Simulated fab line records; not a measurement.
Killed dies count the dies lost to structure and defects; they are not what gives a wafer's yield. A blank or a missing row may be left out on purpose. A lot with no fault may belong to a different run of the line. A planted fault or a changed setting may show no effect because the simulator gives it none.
fab line records / flow n5-finfet
record: lots: 4 wafers: 12 last-day: 18
route steps=1938 shown BEOL_M4@1038 PASSIVATION@1936
lots that met no fault: from a run of the same line without faults
start-h: the number of hours between the record's first day and the start of the first shown wafer of the lot / wait-h: hours from the lot's prior step to this one / " the same as in the row above / L1.1+2: several wafers, shown together as one row / - no value, or no start given / * or withheld: withheld / < > ~ a bound
route shown NAME@n: a module of which the file shows steps, and the number in the route of the first / usual: the fault-free wafers' mean and standard deviation / same: alike in all rows / chamber/n: place in a boat / sites: each site's reading / _std_site: the standard deviation of these / _edge_site: the outer-site mean with the inner-site mean subtracted / radius-mm: how far each site lies from the wafer's centre / mask NAME#n: copy n / behind: the last tool/chamber to shape the wafer / hold: why the lot went on hold/how many hours it stayed there/how the hold came to an end / device: which transistor (n, p or np) failed to switch / end of line: at the end of the route, the tests of the same wafers / where a step has no rows: the recipe by itself / killed: not the wafer's yield, but the dies lost to structure and defects at the first sort / map: shows each die of a wafer: x if killed, . if not, _ if none is there
set.NAME: the setting that was run; set.NAME@STEP: the one run at that earlier step / model.NAME: the simulator's own value behind a step, which no gauge read
lots at selected steps of the route; one table per step, one row per wafer
services: a tool's chamber out of use, with start hour (start-h, from the record's first day; less than 0 if before it), hours out, and reason
== steps ==
step: N5_BEOL_M4_ETCH_74
recipe: chemistry: N2/H2 target: underlayer target-depth-a: 65 mask-material: CAR-EUV time-s: 5.2 ion-energy-ev: 200 pressure-mtorr: 30 source-w: 840 bias-w: 150 n2-flow-sccm: 200 h2-flow-sccm: 200 ends: cleared
step: N5_BEOL_M4_ETCH_63
recipe: chemistry: CF4 target: SiARC target-depth-a: 156 mask-material: CAR-EUV time-s: 26 ion-energy-ev: 80 pressure-mtorr: 40 source-w: 545 bias-w: 36 Ar_flow_sccm: 100 cf4-flow-sccm: 100 ends: cleared
step: N5_BEOL_M4_ETCH_64
recipe: chemistry: N2/H2 target: SOC target-depth-a: 750 overetch-a: 225 mask-material: SiARC temp-c: 40 time-s: 121.9 ion-energy-ev: 200 pressure-mtorr: 30 source-w: 840 bias-w: 150 n2-flow-sccm: 200 h2-flow-sccm: 200
step: N5_BEOL_M4_STRIP_65
recipe: chemistry: N2/H2 temp-c: 40 n2-flow-sccm: 200 h2-flow-sccm: 200 rf-frequency-hz: 6e+07
step: N5_BEOL_M4_STRIP_75
recipe: chemistry: N2/H2 temp-c: 40 n2-flow-sccm: 200 h2-flow-sccm: 200 rf-frequency-hz: 6e+07
step: N5_BEOL_M4_STRIP_66
recipe: chemistry: CF4 resist: SiARC power-w: 300 bias-power-w: 75 pressure-mtorr: 50 cf4-flow-sccm: 150 rf-frequency-hz: 6e+07
step: N5_BEOL_M4_HM_OPEN_17
recipe: chemistry: Cl2/BCl3 target-depth-a: 200 overetch-a: 60 target: TiN mask-material: SOC ion-energy-ev: 150 pressure-mtorr: 10 icp-w: 1000 bias-w: 126 Cl2_flow_sccm: 53.25 bcl3-flow-sccm: 21.75 Ar_flow_sccm: 25
step: N5_BEOL_M4_STRIP_19
recipe: chemistry: O2 power-w: 400 temp-c: 40 pressure-mtorr: 30 rf-frequency-hz: 6e+07 bias-power-w: 0 overash-fraction: 0.2 o2-flow-sccm: 225
step: N5_BEOL_M4_COAT_67
recipe: resist: SOC temp-c: 250 time-s: 60 spin-rpm: 1500 resist-thk-nm: 60
step: N5_BEOL_M4_COAT_68
recipe: resist: SiARC temp-c: 220 time-s: 60 spin-rpm: 1500 resist-thk-nm: 12
step: N5_BEOL_M4_COAT_76
recipe: resist: underlayer temp-c: 205 time-s: 60 spin-rpm: 1500 resist-thk-nm: 5
step: N5_BEOL_M4_COAT_22
recipe: resist: CAR-EUV spin-rpm: 1500 resist-thk-nm: 30
usual: spin-speed-rpm: 1500.2/0.81
lot.wafer=L961.2 tool=litho-track-04 chamber=0 start-h=205.85 wait-h=- spin-speed-rpm=1499.4 model.CAR-EUV_of_BEOL_M4_COAT_22.thk-nm=30
lot.wafer=L961.3 tool=litho-track-04 chamber=0 start-h=205.85 wait-h=- spin-speed-rpm=1501.1 model.CAR-EUV_of_BEOL_M4_COAT_22.thk-nm=30.2
lot.wafer=L961.5 tool=litho-track-04 chamber=0 start-h=205.85 wait-h=- spin-speed-rpm=1501.1 model.CAR-EUV_of_BEOL_M4_COAT_22.thk-nm=30.2
lot.wafer=L966.2 tool=litho-track-04 chamber=0 start-h=230.55 wait-h=- spin-speed-rpm=1451.6 model.CAR-EUV_of_BEOL_M4_COAT_22.thk-nm=30.4
lot.wafer=L966.3 tool=litho-track-04 chamber=0 start-h=230.55 wait-h=- spin-speed-rpm=1451.4 model.CAR-EUV_of_BEOL_M4_COAT_22.thk-nm=30.6
lot.wafer=L966.5 tool=litho-track-04 chamber=0 start-h=230.55 wait-h=- spin-speed-rpm=1450.8 model.CAR-EUV_of_BEOL_M4_COAT_22.thk-nm=30.6
lot.wafer=L969.2 tool=litho-track-04 chamber=0 start-h=251.16 wait-h=- spin-speed-rpm=1449.6 model.CAR-EUV_of_BEOL_M4_COAT_22.thk-nm=30.6
lot.wafer=L969.4 tool=litho-track-04 chamber=0 start-h=251.16 wait-h=- spin-speed-rpm=1449.7 model.CAR-EUV_of_BEOL_M4_COAT_22.thk-nm=30.6
lot.wafer=L969.6 tool=litho-track-04 chamber=0 start-h=251.16 wait-h=- spin-speed-rpm=1449.8 model.CAR-EUV_of_BEOL_M4_COAT_22.thk-nm=30.6
lot.wafer=L979.3 tool=litho-track-05 chamber=0 start-h=306.91 wait-h=- spin-speed-rpm=1499.2 model.CAR-EUV_of_BEOL_M4_COAT_22.thk-nm=29.8
lot.wafer=L979.4 tool=litho-track-05 chamber=0 start-h=306.91 wait-h=- spin-speed-rpm=1499.6 model.CAR-EUV_of_BEOL_M4_COAT_22.thk-nm=29.8
lot.wafer=L979.6 tool=litho-track-05 chamber=0 start-h=306.91 wait-h=- spin-speed-rpm=1500.4 model.CAR-EUV_of_BEOL_M4_COAT_22.thk-nm=30
step: N5_BEOL_M4_EBR_24
recipe: solvent: PGMEA ebr-width-mm: 1.5
step: N5_BEOL_M4_SOFTBAKE_23
recipe: temp-c: 110 time-s: 60 resist: CAR-EUV
step: N5_BEOL_M4_EXPOSE_25
recipe: mask-id: V3 na: 0.33 source-shape: quasar sigma-inner: 0.2 sigma-outer: 0.8 polarization: unpolarized defocus-nm: 5 dose-mj: 63
step: N5_BEOL_M4_PEB_26
recipe: peb-temp-c: 100 peb-time-s: 60 resist: CAR-EUV
step: N5_BEOL_M4_DEVELOP_27
recipe: develop-time-s: 30 developer: TMAH resist: CAR-EUV rinse-liquid: surfactant-rinse dry: air-spin dev-temp-c: 23
step: N5_BEOL_M4_DESCUM_33
recipe: chemistry: O2 time-s: 7 source-power-w: 50 bias-power-w: 20 pressure-mtorr: 20 rf-frequency-hz: 2.712e+07 temp-c: 40 resist: CAR-EUV o2-flow-sccm: 225
step: N5_BEOL_M4_ETCH_77
recipe: chemistry: N2/H2 target: underlayer target-depth-a: 65 mask-material: CAR-EUV time-s: 5.2 ion-energy-ev: 200 pressure-mtorr: 30 source-w: 840 bias-w: 150 n2-flow-sccm: 200 h2-flow-sccm: 200 ends: cleared
step: N5_BEOL_M4_ETCH_69
recipe: chemistry: CF4 target: SiARC target-depth-a: 156 mask-material: CAR-EUV time-s: 26 ion-energy-ev: 80 pressure-mtorr: 40 source-w: 545 bias-w: 36 Ar_flow_sccm: 100 cf4-flow-sccm: 100 ends: cleared
step: N5_BEOL_M4_ALD_98
recipe: material: SiO2 target-thk-a: 25 temp-c: 100 ald-precursor-family: BDEAS ald-co-reactant: O2-plasma pulse-time-s: 1 co-reactant-pulse-time-s: 1 purge-time-s: 2 co-reactant-purge-time-s: 2 ald-cycles: 17 pressure-torr: 2
step: N5_BEOL_M4_ETCHBACK_99
recipe: chemistry: CHF3 target: SiO2 target-depth-a: 50 time-s: 10.4 source-w: 215 bias-w: 47 Ar_flow_sccm: 200 CHF3_flow_sccm: 12 ion-energy-ev: 100 pressure-mtorr: 30
usual: drypump-motor-current-A: 5.8/0.37 oes-product-au: 0.77/0.083 rf-vpp-V: 241/7.9 showerhead-plenum-p-Torr: 2.15/0.074 throttle-valve-pct: 17.18/0.25
lot.wafer=L961.2 tool=rie-diel-05 chamber=2 start-h=211.14 wait-h=4.1 drypump-motor-current-A=5.9 oes-product-au=0.71 rf-hours-counter-h=214 rf-vpp-V=246 showerhead-plenum-p-Torr=2.13 throttle-valve-pct=17.13 model.CAR-EUV_of_BEOL_M4_COAT_22.thk-nm=10.2
lot.wafer=L961.3 tool=rie-diel-05 chamber=3 start-h=211.14 wait-h=4.1 drypump-motor-current-A=5.7 oes-product-au=0.67 rf-hours-counter-h=240 rf-vpp-V=245 showerhead-plenum-p-Torr=2.22 throttle-valve-pct=17.10 model.CAR-EUV_of_BEOL_M4_COAT_22.thk-nm=10.6
lot.wafer=L961.5 tool=rie-diel-05 chamber=3 start-h=211.14 wait-h=4.1 drypump-motor-current-A=5.7 oes-product-au=0.68 rf-hours-counter-h=- rf-vpp-V=247 showerhead-plenum-p-Torr=2.21 throttle-valve-pct=17.12 model.CAR-EUV_of_BEOL_M4_COAT_22.thk-nm=10.4
lot.wafer=L966.2 tool=rie-diel-02 chamber=0 start-h=239.84 wait-h=8.6 drypump-motor-current-A=5.3 oes-product-au=0.72 rf-hours-counter-h=213 rf-vpp-V=227 showerhead-plenum-p-Torr=2.13 throttle-valve-pct=17.42 model.CAR-EUV_of_BEOL_M4_COAT_22.thk-nm=10.6
lot.wafer=L966.3 tool=rie-diel-02 chamber=1 start-h=239.84 wait-h=8.6 drypump-motor-current-A=5.9 oes-product-au=0.71 rf-hours-counter-h=164 rf-vpp-V=247 showerhead-plenum-p-Torr=2.04 throttle-valve-pct=17.00 model.CAR-EUV_of_BEOL_M4_COAT_22.thk-nm=10.8
lot.wafer=L966.5 tool=rie-diel-02 chamber=2 start-h=239.84 wait-h=8.6 drypump-motor-current-A=5.7 oes-product-au=0.79 rf-hours-counter-h=- rf-vpp-V=249 showerhead-plenum-p-Torr=2.18 throttle-valve-pct=17.19 model.CAR-EUV_of_BEOL_M4_COAT_22.thk-nm=11
lot.wafer=L969.2 tool=rie-diel-02 chamber=1 start-h=252.84 wait-h=0.2 drypump-motor-current-A=5.9 oes-product-au=0.71 rf-hours-counter-h=170 rf-vpp-V=249 showerhead-plenum-p-Torr=2.04 throttle-valve-pct=17.03 model.CAR-EUV_of_BEOL_M4_COAT_22.thk-nm=10.8
lot.wafer=L969.4 tool=rie-diel-02 chamber=2 start-h=252.84 wait-h=0.2 drypump-motor-current-A=5.7 oes-product-au=0.78 rf-hours-counter-h=- rf-vpp-V=249 showerhead-plenum-p-Torr=2.18 throttle-valve-pct=17.21 model.CAR-EUV_of_BEOL_M4_COAT_22.thk-nm=10.8
lot.wafer=L969.6 tool=rie-diel-02 chamber=1 start-h=252.84 wait-h=0.2 drypump-motor-current-A=5.9 oes-product-au=0.71 rf-hours-counter-h=- rf-vpp-V=246 showerhead-plenum-p-Torr=2.04 throttle-valve-pct=17.00 model.CAR-EUV_of_BEOL_M4_COAT_22.thk-nm=10.8
lot.wafer=L979.3 tool=rie-diel-02 chamber=3 start-h=314.13 wait-h=6.6 drypump-motor-current-A=5.9 oes-product-au=0.85 rf-hours-counter-h=65 rf-vpp-V=238 showerhead-plenum-p-Torr=2.09 throttle-valve-pct=17.06 model.CAR-EUV_of_BEOL_M4_COAT_22.thk-nm=10.4
lot.wafer=L979.4 tool=rie-diel-02 chamber=2 start-h=314.13 wait-h=6.6 drypump-motor-current-A=5.7 oes-product-au=0.75 rf-hours-counter-h=143 rf-vpp-V=249 showerhead-plenum-p-Torr=2.17 throttle-valve-pct=17.26 model.CAR-EUV_of_BEOL_M4_COAT_22.thk-nm=10.2
lot.wafer=L979.6 tool=rie-diel-02 chamber=0 start-h=314.13 wait-h=6.6 drypump-motor-current-A=5.3 oes-product-au=0.69 rf-hours-counter-h=- rf-vpp-V=227 showerhead-plenum-p-Torr=2.12 throttle-valve-pct=17.48 model.CAR-EUV_of_BEOL_M4_COAT_22.thk-nm=10.4
step: N5_BEOL_M4_ETCH_70
recipe: chemistry: N2/H2 target: SOC target-depth-a: 800 overetch-a: 240 mask-material: SiARC temp-c: 40 time-s: 130 ion-energy-ev: 200 pressure-mtorr: 30 source-w: 840 bias-w: 150 n2-flow-sccm: 200 h2-flow-sccm: 200
step: N5_BEOL_M4_RC_MEAS_101
usual: DIBL_N: 36.0/2.5 DIBL_P: 36.2/3 IOFF_N: 0.16/0.044 IOFF_P: 0.21/0.049 ION_N: 671/15 ION_P: 461/8.7 SS_N: 71.5/0.72 SS_P: 73.4/0.9 VT_N: 251/4.4 VT_P: -250/4
lot.wafer=L961.2 tool=prober-02 chamber=0 start-h=215.42 wait-h=0.2 DIBL_N[mV/V]=37.3 DIBL_P[mV/V]=37.8 IOFF_N[nA/um]=0.17 IOFF_P[nA/um]=0.23 ION_N[uA/um]=682 ION_P[uA/um]=467 SS_N[mV/dec]=71.5 SS_P[mV/dec]=73.6 VT_N[mV]=248 VT_P[mV]=-250
lot.wafer=L961.3 tool=prober-02 chamber=0 start-h=215.42 wait-h=0.2 DIBL_N[mV/V]=35.3 DIBL_P[mV/V]=35.8 IOFF_N[nA/um]=0.13 IOFF_P[nA/um]=0.19 ION_N[uA/um]=675 ION_P[uA/um]=467 SS_N[mV/dec]=71.4 SS_P[mV/dec]=73.0 VT_N[mV]=250 VT_P[mV]=-253
lot.wafer=L961.5 tool=prober-02 chamber=0 start-h=215.42 wait-h=0.2 DIBL_N[mV/V]=38.8 DIBL_P[mV/V]=38.8 IOFF_N[nA/um]=0.21 IOFF_P[nA/um]=0.24 ION_N[uA/um]=697 ION_P[uA/um]=474 SS_N[mV/dec]=72.1 SS_P[mV/dec]=74.2 VT_N[mV]=245 VT_P[mV]=-247
lot.wafer=L966.2 tool=prober-02 chamber=0 start-h=244.47 wait-h=0.2 DIBL_N[mV/V]=35.3 DIBL_P[mV/V]=34.4 IOFF_N[nA/um]=0.13 IOFF_P[nA/um]=0.20 ION_N[uA/um]=671 ION_P[uA/um]=460 SS_N[mV/dec]=71.0 SS_P[mV/dec]=73.2 VT_N[mV]=251 VT_P[mV]=-251
lot.wafer=L966.3 tool=prober-02 chamber=0 start-h=244.47 wait-h=0.2 DIBL_N[mV/V]=34.0 DIBL_P[mV/V]=31.9 IOFF_N[nA/um]=0.11 IOFF_P[nA/um]=0.16 ION_N[uA/um]=648 ION_P[uA/um]=448 SS_N[mV/dec]=70.5 SS_P[mV/dec]=72.6 VT_N[mV]=256 VT_P[mV]=-252
lot.wafer=L966.5 tool=prober-02 chamber=0 start-h=244.47 wait-h=0.2 DIBL_N[mV/V]=33.5 DIBL_P[mV/V]=31.9 IOFF_N[nA/um]=0.10 IOFF_P[nA/um]=0.16 ION_N[uA/um]=656 ION_P[uA/um]=463 SS_N[mV/dec]=70.2 SS_P[mV/dec]=73.2 VT_N[mV]=254 VT_P[mV]=-250
lot.wafer=L969.2 tool=prober-01 chamber=0 start-h=258.56 wait-h=0.2 DIBL_N[mV/V]=31.9 DIBL_P[mV/V]=32.2 IOFF_N[nA/um]=0.09 IOFF_P[nA/um]=0.15 ION_N[uA/um]=640 ION_P[uA/um]=450 SS_N[mV/dec]=70.3 SS_P[mV/dec]=72.3 VT_N[mV]=257 VT_P[mV]=-252
lot.wafer=L969.4 tool=prober-01 chamber=0 start-h=258.56 wait-h=0.2 DIBL_N[mV/V]=33.8 DIBL_P[mV/V]=33.6 IOFF_N[nA/um]=0.12 IOFF_P[nA/um]=0.17 ION_N[uA/um]=651 ION_P[uA/um]=452 SS_N[mV/dec]=71.5 SS_P[mV/dec]=72.2 VT_N[mV]=254 VT_P[mV]=-249
lot.wafer=L969.6 tool=prober-01 chamber=0 start-h=258.56 wait-h=0.2 DIBL_N[mV/V]=33.8 DIBL_P[mV/V]=34.5 IOFF_N[nA/um]=0.12 IOFF_P[nA/um]=0.19 ION_N[uA/um]=663 ION_P[uA/um]=460 SS_N[mV/dec]=71.3 SS_P[mV/dec]=73.1 VT_N[mV]=255 VT_P[mV]=-251
lot.wafer=L979.3 tool=prober-02 chamber=0 start-h=319.01 wait-h=0.3 DIBL_N[mV/V]=30.4 DIBL_P[mV/V]=29.3 IOFF_N[nA/um]=0.07 IOFF_P[nA/um]=0.10 ION_N[uA/um]=638 ION_P[uA/um]=438 SS_N[mV/dec]=70.0 SS_P[mV/dec]=71.8 VT_N[mV]=261 VT_P[mV]=-263
lot.wafer=L979.4 tool=prober-02 chamber=0 start-h=319.01 wait-h=0.3 DIBL_N[mV/V]=35.3 DIBL_P[mV/V]=35.9 IOFF_N[nA/um]=0.12 IOFF_P[nA/um]=0.18 ION_N[uA/um]=662 ION_P[uA/um]=456 SS_N[mV/dec]=71.2 SS_P[mV/dec]=73.4 VT_N[mV]=256 VT_P[mV]=-255
lot.wafer=L979.6 tool=prober-02 chamber=0 start-h=319.01 wait-h=0.3 DIBL_N[mV/V]=33.7 DIBL_P[mV/V]=33.6 IOFF_N[nA/um]=0.11 IOFF_P[nA/um]=0.14 ION_N[uA/um]=660 ION_P[uA/um]=453 SS_N[mV/dec]=71.0 SS_P[mV/dec]=73.0 VT_N[mV]=256 VT_P[mV]=-258
step: N5_PASSIVATION_PROBE_49
usual: defect-limited-yield: 91.7/1.4 killed_at_M0_to_M3: 31/11 killed_at_M4_up: 13/4.6 killed-at-contacts: 13/6.7 killed-at-front-end: 39/9.6 killed-at-other: 3.5/2.8 killed-dies: 98/16 killed-open: 64/11 killed-short: 33/8.5 sort_bin_5_function: 4.9/0.96 sort_bin_6_memory: 3.1/0.59 sort_bin_8_speed: 0.2/1.3 sort-n-pass: 1080/23 sort-yield-pct: 91.5/1.9
same: gross-dies: 1180 killed-at-back-side: 0 sort_bin_4_leakage[%]: 0
lot.wafer=L969.4 tool=prober-01 chamber=- start-h=351.94 wait-h=0.2 defect-limited-yield[%]=90.3 killed_at_M0_to_M3=40 killed_at_M4_up=9 killed-at-contacts=15 killed-at-front-end=46 killed-at-other=5 killed-dies=115 killed-open=83 killed-short=31 sort_bin_5_function[%]=6.6 sort_bin_6_memory[%]=2.7 sort_bin_8_speed[%]=0 sort-n-pass=1065 sort-yield-pct[%]=90.3
killed by level:class
L969.4 BEOL_M3:geometric-particle:open=13 MOL_CONTACT_COAG:geometric-particle:open=12 STI_FIN_REVEAL:geometric-particle:open=10 BEOL_M0_SAQP:geometric-particle:open=9 BEOL_M2:geometric-particle:open=9 FIN_SAQP:geometric-particle:short=6 BEOL_M0_SAQP:geometric-particle:short=6 FIN_SAQP:geometric-particle:open=5
== services ==
tool=rie-diel-02 chamber=- start-h=195.71 hours=3.6 kind=repair
tool=rie-diel-05 chamber=0 start-h=203.48 hours=8.1 kind=repair
tool=rie-diel-02 chamber=2 start-h=205.00 hours=27.5 kind=repair
tool=rie-diel-02 chamber=0 start-h=226.35 hours=10.5 kind=repair
tool=rie-diel-02 chamber=3 start-h=241.86 hours=46.0 kind=repair
tool=rie-diel-05 chamber=3 start-h=243.39 hours=- kind=clean
tool=rie-diel-05 chamber=3 start-h=243.39 hours=- kind=consumable-replace:focus-ring
tool=rie-diel-05 chamber=3 start-h=243.39 hours=13.8 kind=scheduled-down
tool=rie-diel-05 chamber=3 start-h=243.39 hours=13.8 kind=vent-cycle
tool=rie-diel-05 chamber=- start-h=266.00 hours=4.0 kind=pm
tool=rie-diel-05 chamber=1 start-h=297.00 hours=- kind=clean
tool=rie-diel-05 chamber=1 start-h=297.00 hours=- kind=consumable-replace:focus-ring
tool=rie-diel-05 chamber=1 start-h=297.00 hours=35.3 kind=scheduled-down
tool=rie-diel-05 chamber=1 start-h=297.00 hours=35.3 kind=vent-cycle
== key ==
first-sign: step: N5_BEOL_M4_COAT_22 reading: spin-speed-rpm direction: down sigmas: 61 usual: * struck: *
effect none on later readings
model-effect: step: N5_BEOL_M4_COAT_22 value: CAR-EUV_of_BEOL_M4_COAT_22.thk-nm without: 30 struck: 30.57
model-effect: step: N5_BEOL_M4_ETCHBACK_99 value: CAR-EUV_of_BEOL_M4_COAT_22.thk-nm without: 10.33 struck: 10.8
met-at N5_BEOL_M4_COAT_22
struck-wafers L966.2,L966.3,L966.5,L969.2,L969.4,L969.6
onset-between 205.85 230.55
fault: kind: process-parameter-drift tool: litho-track-04 chamber: - onset-h: 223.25 steps: N5_BEOL_M4_COAT_22 channel: spin-rpm offset: * shape: step end-h: 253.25 acts-in: * stated: *
